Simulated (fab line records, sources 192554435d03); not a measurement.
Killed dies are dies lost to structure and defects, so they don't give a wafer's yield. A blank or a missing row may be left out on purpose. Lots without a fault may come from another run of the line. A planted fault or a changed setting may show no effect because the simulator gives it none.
Chamber matching | flow n5_finfet | N5_BEOL_M8_STRIP_67 on rie_diel-04: 4 sister chambers
The step strips in CF4. 4 wafers are shown with their chamber, then 8 later ones without.

WAFERS WITH THEIR CHAMBER
wafer  | chamber | showerhead_plenum_p_Torr (Torr)
L076.1 | 1       | 1.80
L076.6 | 0       | 1.87
L080.5 | 2       | 1.89
L085.1 | 3       | 1.92

WAFERS WITHOUT THEIR CHAMBER
wafer  | showerhead_plenum_p_Torr (Torr)
L085.3 | 1.87
L085.5 | 1.92
L087.2 | 1.87
L087.5 | 1.80
L087.6 | 1.88
L093.3 | 1.88
L093.5 | 1.92
L093.6 | 1.86

WHICH CHAMBER EACH WENT THROUGH
wafer  | from the rows above     | in truth
L085.3 | 0                       | 0
L085.5 | 3                       | 3
L087.2 | 0                       | 0
L087.5 | 1                       | 1
L087.6 | can't be placed: 0 or 2 | 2
L093.3 | can't be placed: 0 or 2 | 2
L093.5 | 3                       | 3
L093.6 | 0                       | 0
Placed correctly: 6 of 8. Can't be placed from these rows: 2 (the true chamber is among the candidates in 2). Placed wrongly: 0.
How it was worked out, from the rows above alone: a wafer's distance from a chamber is the root of the sum, over the readings, of the square of ((its reading less the chamber's mean) divided by the reading's scatter). The wafer belongs to the nearest chamber; if the next one is less than 2 further off, it can't be placed. A chamber's mean is the mean of its shown wafers. The scatter: with one shown wafer a chamber, the root of the mean of the squares of how far each hidden wafer lies from its nearest shown one.
